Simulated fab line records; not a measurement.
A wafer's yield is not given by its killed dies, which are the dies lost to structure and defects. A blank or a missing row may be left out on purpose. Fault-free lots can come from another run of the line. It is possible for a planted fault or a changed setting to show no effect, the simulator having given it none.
Which tool did it? + flow nandHarc + 13 lots with 39 wafers sampled at 4 steps, on a route of 1159 steps

== WHAT THE GAUGES SHOWED, per wafer ==
The record lacks any reading of a measuring or inspecting step that a usual standard deviation could be used to judge.

== WHAT TOOL EACH LOT RAN ON (gives the tool, then ch and the chambers of the sampled wafers, and finally the start) ==
| lot  | NHARC_A_STAIRCASE_TRIM_189                   | NHARC_A_STAIRCASE_ETCH_190                   | NHARC_A_STAIRCASE_TRIM_196        | NHARC_A_STAIRCASE_TRIM_198    |
|------|----------------------------------------------|----------------------------------------------|-----------------------------------|-------------------------------|
| L311 | rieDiel-01 ch 0,1,3, day 11 14:10 or earlier | rieDiel-01 ch 1,2,3, day 11 14:10 or earlier | rieDiel-01 ch 2,3, day 11 14:10   | rieDiel-01 ch 0,3, no start   |
| L313 | rieDiel-13 ch 1,3, day 11 20:54 or earlier   | rieDiel-13 ch 1,2, day 11 20:54 or earlier   | rieDiel-13 ch 0,2,3, day 11 20:54 | rieDiel-13 ch 1,2, no start   |
| L310 | rieDiel-01 ch 0,2,3, day 11 22:48 or earlier | rieDiel-01 ch 1,2,3, day 11 22:48 or earlier | rieDiel-01 ch 0,1,2, day 11 22:48 | rieDiel-01 ch 0,1,2, no start |
| L314 | rieDiel-13 ch 0,2,3, day 12 00:53 or earlier | rieDiel-13 ch 0,2,3, day 12 00:53 or earlier | rieDiel-13 ch 1,2,3, day 12 00:53 | rieDiel-13 ch 0,1,2, no start |
| L315 | rieDiel-01 ch 0,1,3, day 12 06:00 or earlier | rieDiel-01 ch 1,2, day 12 06:00 or earlier   | rieDiel-12 ch 2,3, day 12 06:00   | rieDiel-12 ch 0,1,2, no start |
| L316 | rieDiel-12 ch 1,3, day 12 12:50 or earlier   | rieDiel-12 ch 0,1,3, day 12 12:50 or earlier | rieDiel-12 ch 0,1,3, day 12 12:50 | rieDiel-12 ch 1,3, no start   |
| L317 | rieDiel-12 ch 1,2, day 12 17:08 or earlier   | rieDiel-12 ch 0,1,2, day 12 17:08 or earlier | rieDiel-01 ch 0,1,3, day 12 17:08 | rieDiel-01 ch 0,2, no start   |
| L318 | rieDiel-01 ch 0,1, day 12 17:38 or earlier   | rieDiel-01 ch 0,1,3, day 12 17:38 or earlier | rieDiel-01 ch 0,2, day 12 17:38   | rieDiel-01 ch 1,2,3, no start |
| L319 | rieDiel-12 ch 0,2,3, day 13 14:40 or earlier | rieDiel-12 ch 0,2,3, day 13 14:40 or earlier | rieDiel-01 ch 1,2,3, day 13 14:40 | rieDiel-01 ch 1,2,3, no start |
| L324 | rieDiel-13 ch 0,1,3, day 14 14:13 or earlier | rieDiel-13 ch 0,2,3, day 14 14:13 or earlier | rieDiel-13 ch 1,2,3, day 14 14:13 | rieDiel-13 ch 0,2,3, no start |
| L325 | rieDiel-01 ch 0,1, day 14 19:07 or earlier   | rieDiel-01 ch 0,1,3, day 14 19:07 or earlier | rieDiel-01 ch 1,2, day 14 19:07   | rieDiel-01 ch 0,1,3, no start |
| L331 | rieDiel-13 ch 0,1,2, day 16 01:07 or earlier | rieDiel-13 ch 0,3, day 16 01:07 or earlier   | rieDiel-12 ch 1,2,3, day 16 01:07 | rieDiel-12 ch 1,2,3, no start |
| L332 | rieDiel-13 ch 0,2,3, day 16 04:04 or earlier | rieDiel-13 ch 0,2,3, day 16 04:04 or earlier | rieDiel-13 ch 0,1,2, day 16 04:04 | rieDiel-13 ch 0,1,3, no start |
- NHARC_A_STAIRCASE_TRIM_189: chemistry O2, time 211.2 s.
- NHARC_A_STAIRCASE_ETCH_190: etches the open film in C4F8/O2, target depth 100 nm, time 40.5 s.
- NHARC_A_STAIRCASE_TRIM_196: chemistry O2, time 211.2 s.
- NHARC_A_STAIRCASE_TRIM_198: chemistry O2, time 211.2 s.

== WHAT THE TOOLS THEMSELVES READ (means of the sampled wafers that have a number; where no wafer has one, the mark that the record gives instead) ==
NHARC_A_STAIRCASE_TRIM_189. Usual: chamberPressureMTorr 60.00 mTorr, standard deviation 0.056; drypumpMotorCurrentA 5.8 A, standard deviation 0.46; mfcArSccm 0.008 sccm, standard deviation 0.011; oesProductAu 1.000 a.u., standard deviation 0.0074; rfVppV 58.0 V, standard deviation 0.84; runLengthS 232.5 s, standard deviation 0.49; showerheadPlenumPTorr 3.55 Torr, standard deviation 0.18; throttleValvePct 17.037 %, standard deviation 0.0086.
| lot  | tool       | chamberPressureMTorr (mTorr) | drypumpMotorCurrentA (A) | mfcArSccm (sccm) | oesProductAu (a.u.) | rfVppV (V) | runLengthS (s) | showerheadPlenumPTorr (Torr) | throttleValvePct (%) | flag |
|------|------------|------------------------------|--------------------------|------------------|---------------------|------------|----------------|------------------------------|----------------------|------|
| L311 | rieDiel-01 | 59.97                        | 5.8                      | 0.002            | 1.000               | 58.4       | 232.1          | 3.60                         | 17.037               |      |
| L313 | rieDiel-13 | 60.02                        | 6.2                      | 0.002            | 0.994               | 58.0       | 232.7          | 3.44                         | 17.037               |      |
| L310 | rieDiel-01 | 60.01                        | 5.6                      | 0.011            | 1.007               | 58.3       | 232.2          | 3.48                         | 17.042               |      |
| L314 | rieDiel-13 | 60.00                        | 5.6                      | 0.000            | 1.005               | 57.9       | 232.7          | 3.44                         | 17.040               |      |
| L315 | rieDiel-01 | 60.06                        | 5.8                      | 0.002            | 1.005               | 57.7       | 232.1          | 3.59                         | 17.033               |      |
| L316 | rieDiel-12 | 59.97                        | 5.9                      | 0.023            | 0.999               | 57.8       | 232.4          | 3.45                         | 17.037               |      |
| L317 | rieDiel-12 | 60.00                        | 5.7                      | 0.027            | 0.996               | 57.8       | 232.3          | 3.39                         | 17.030               |      |
| L318 | rieDiel-01 | 60.05                        | 6.0                      | 0.000            | 1.011               | 58.6       | 232.2          | 3.55                         | 17.028               |      |
| L319 | rieDiel-12 | 60.05                        | 6.0                      | 0.011            | 0.997               | 58.3       | 232.3          | 3.57                         | 17.038               |      |
| L324 | rieDiel-13 | 60.01                        | 5.7                      | 0.002            | 0.992               | 58.2       | 232.7          | 3.56                         | 17.044               |      |
| L325 | rieDiel-01 | 59.96                        | 5.8                      | 0.000            | 1.003               | 57.8       | 232.8          | 3.43                         | 17.045               |      |
| L331 | rieDiel-13 | 59.96                        | 5.6                      | 0.002            | 1.005               | 58.1       | 232.8          | 3.71                         | 17.037               |      |
| L332 | rieDiel-13 | 59.97                        | 5.6                      | 0.000            | 1.003               | 58.3       | 232.5          | 3.60                         | 17.036               |      |

NHARC_A_STAIRCASE_ETCH_190. Usual: chamberPressureMTorr 24.999 mTorr, standard deviation 0.024; oesProductAu 0.940 a.u., standard deviation 0.0087; rfVppV 897 V, standard deviation 6.5.
| lot  | tool       | chamberPressureMTorr (mTorr) | oesProductAu (a.u.) | rfVppV (V) | flag |
|------|------------|------------------------------|---------------------|------------|------|
| L311 | rieDiel-01 | 24.993                       | 0.948               | 898        |      |
| L313 | rieDiel-13 | 25.023                       | 0.944               | 890        |      |
| L310 | rieDiel-01 | 24.996                       | 0.946               | 897        |      |
| L314 | rieDiel-13 | 25.013                       | 0.939               | 892        |      |
| L315 | rieDiel-01 | 24.983                       | 0.952               | 892        |      |
| L316 | rieDiel-12 | 24.999                       | 0.932               | 896        |      |
| L317 | rieDiel-12 | 25.004                       | 0.941               | 894        |      |
| L318 | rieDiel-01 | 24.985                       | 0.944               | 898        |      |
| L319 | rieDiel-12 | 25.016                       | 0.948               | 898        |      |
| L324 | rieDiel-13 | 24.991                       | 0.936               | 899        |      |
| L325 | rieDiel-01 | 24.972                       | 0.933               | 898        |      |
| L331 | rieDiel-13 | 24.980                       | 0.936               | 894        |      |
| L332 | rieDiel-13 | 24.999                       | 0.937               | 898        |      |

NHARC_A_STAIRCASE_TRIM_196. Usual: chamberPressureMTorr 59.99 mTorr, standard deviation 0.054; drypumpMotorCurrentA 5.8 A, standard deviation 0.4; mfcArSccm 0.010 sccm, standard deviation 0.012; oesProductAu 0.998 a.u., standard deviation 0.0066; rfVppV 57.8 V, standard deviation 0.93; runLengthS 232.4 s, standard deviation 0.5; showerheadPlenumPTorr 3.54 Torr, standard deviation 0.18; throttleValvePct 17.036 %, standard deviation 0.0092.
| lot  | tool       | chamberPressureMTorr (mTorr) | drypumpMotorCurrentA (A) | mfcArSccm (sccm) | oesProductAu (a.u.) | rfVppV (V) | runLengthS (s) | showerheadPlenumPTorr (Torr) | throttleValvePct (%) | flag |
|------|------------|------------------------------|--------------------------|------------------|---------------------|------------|----------------|------------------------------|----------------------|------|
| L311 | rieDiel-01 | 60.01                        | 5.7                      | 0.020            | 1.001               | 57.2       | 232.2          | 3.49                         | 17.037               |      |
| L313 | rieDiel-13 | 59.97                        | 5.7                      | 0.000            | 0.999               | 57.2       | 232.6          | 3.44                         | 17.034               |      |
| L310 | rieDiel-01 | 59.94                        | 5.8                      | 0.009            | 0.995               | 57.7       | 232.6          | 3.44                         | 17.037               |      |
| L314 | rieDiel-13 | 59.99                        | 6.1                      | 0.002            | 0.996               | 58.5       | 232.5          | 3.42                         | 17.033               |      |
| L315 | rieDiel-12 | 59.98                        | 5.8                      | 0.008            | 0.996               | 58.3       | 232.5          | 3.56                         | 17.031               |      |
| L316 | rieDiel-12 | 59.97                        | 6.1                      | 0.018            | 0.994               | 57.6       | 232.6          | 3.52                         | 17.022               |      |
| L317 | rieDiel-01 | 60.02                        | 5.8                      | 0.002            | 1.002               | 58.2       | 232.2          | 3.59                         | 17.025               |      |
| L318 | rieDiel-01 | 60.00                        | 5.7                      | 0.017            | 1.001               | 57.7       | 232.7          | 3.32                         | 17.037               |      |
| L319 | rieDiel-01 | 59.93                        | 5.8                      | 0.011            | 0.992               | 57.8       | 232.1          | 3.59                         | 17.040               |      |
| L324 | rieDiel-13 | 60.00                        | 6.1                      | 0.002            | 0.991               | 57.4       | 232.5          | 3.58                         | 17.032               |      |
| L325 | rieDiel-01 | 60.01                        | 5.8                      | 0.017            | 0.999               | 56.7       | 255.4          | 3.43                         | 17.038               | OFF  |
| L331 | rieDiel-12 | 60.06                        | 5.9                      | 0.015            | 1.002               | 56.9       | 232.6          | 3.49                         | 17.038               |      |
| L332 | rieDiel-13 | 60.00                        | 5.6                      | 0.002            | 1.002               | 57.8       | 232.4          | 3.71                         | 17.034               |      |

NHARC_A_STAIRCASE_TRIM_198. Usual: chamberPressureMTorr 60.00 mTorr, standard deviation 0.056; drypumpMotorCurrentA 5.8 A, standard deviation 0.37; mfcArSccm 0.010 sccm, standard deviation 0.012; oesProductAu 1.000 a.u., standard deviation 0.0074; rfVppV 57.8 V, standard deviation 0.82; runLengthS 232.3 s, standard deviation 0.52; showerheadPlenumPTorr 3.53 Torr, standard deviation 0.18; throttleValvePct 17.038 %, standard deviation 0.01.
| lot  | tool       | chamberPressureMTorr (mTorr) | drypumpMotorCurrentA (A) | mfcArSccm (sccm) | oesProductAu (a.u.) | rfVppV (V) | runLengthS (s) | showerheadPlenumPTorr (Torr) | throttleValvePct (%) | flag |
|------|------------|------------------------------|--------------------------|------------------|---------------------|------------|----------------|------------------------------|----------------------|------|
| L311 | rieDiel-01 | 60.05                        | 5.7                      | 0.002            | 1.004               | 57.5       | 232.6          | 3.47                         | 17.040               |      |
| L313 | rieDiel-13 | 60.02                        | 6.1                      | 0.005            | 1.002               | 56.9       | 232.3          | 3.53                         | 17.027               |      |
| L310 | rieDiel-01 | 59.98                        | 5.8                      | 0.009            | 1.012               | 58.1       | 232.6          | 3.44                         | 17.040               |      |
| L314 | rieDiel-13 | 59.96                        | 5.6                      | 0.002            | 1.008               | 57.9       | 232.4          | 3.55                         | 17.045               |      |
| L315 | rieDiel-12 | 59.96                        | 5.8                      | 0.022            | 1.001               | 58.2       | 232.1          | 3.46                         | 17.048               |      |
| L316 | rieDiel-12 | 59.96                        | 5.9                      | 0.023            | 0.999               | 57.3       | 232.4          | 3.45                         | 17.045               |      |
| L317 | rieDiel-01 | 60.00                        | 5.7                      | 0.017            | 1.010               | 57.8       | 232.6          | 3.32                         | 17.042               |      |
| L318 | rieDiel-01 | 60.01                        | 5.8                      | 0.011            | 1.000               | 58.1       | 231.7          | 3.59                         | 17.039               |      |
| L319 | rieDiel-01 | 60.00                        | 5.8                      | 0.011            | 0.999               | 58.0       | 231.8          | 3.59                         | 17.030               |      |
| L324 | rieDiel-13 | 60.03                        | 5.6                      | 0.000            | 1.003               | 58.3       | 232.6          | 3.60                         | 17.030               |      |
| L325 | rieDiel-01 | 60.06                        | 5.8                      | 0.002            | 1.001               | 57.5       | 231.9          | 3.58                         | 17.032               |      |
| L331 | rieDiel-12 | 59.95                        | 5.9                      | 0.015            | 1.000               | 57.3       | 232.3          | 3.49                         | 17.040               |      |
| L332 | rieDiel-13 | 60.03                        | 5.7                      | 0.002            | 1.001               | 58.0       | 232.6          | 3.55                         | 17.034               |      |

== THE ANSWER, worked out from the rows above alone ==
Rule: a lot counts as off when the mean over its wafers that have a number is more than 3 standard deviations away from the usual mean. Also off: a lot with no number at a reading for which 4 or more lots have one. The other lots that the step has rows for count as sound. First the gauges in route order, then the tools' own readings, where a lot's mean is used as printed above. The first step at which some lot is off is used, and at that step the reading that is off furthest; a lot without a number counts as furthest.
Off: L325 (NHARC_A_STAIRCASE_TRIM_196, runLengthS).
If a tool, at that step or one of the process steps before it, ran each lot that is off and ran no sound lot following the first of them, it fits. With no start given for some of its lots, NHARC_A_STAIRCASE_TRIM_189 uses the hours and lot order of NHARC_A_STAIRCASE_TRIM_196. With no start given for some of its lots, NHARC_A_STAIRCASE_ETCH_190 uses the hours and lot order of NHARC_A_STAIRCASE_TRIM_196. One fits: NHARC_A_STAIRCASE_TRIM_189 and NHARC_A_STAIRCASE_ETCH_190 and NHARC_A_STAIRCASE_TRIM_196 on rieDiel-01. At NHARC_A_STAIRCASE_TRIM_189 its last sound lot is L318 (day 12 17:38), its first lot that is off L325 (day 14 19:07): a fault that began between those two fits.

== WHAT HAD BEEN PUT IN BY THE SIMULATOR ==
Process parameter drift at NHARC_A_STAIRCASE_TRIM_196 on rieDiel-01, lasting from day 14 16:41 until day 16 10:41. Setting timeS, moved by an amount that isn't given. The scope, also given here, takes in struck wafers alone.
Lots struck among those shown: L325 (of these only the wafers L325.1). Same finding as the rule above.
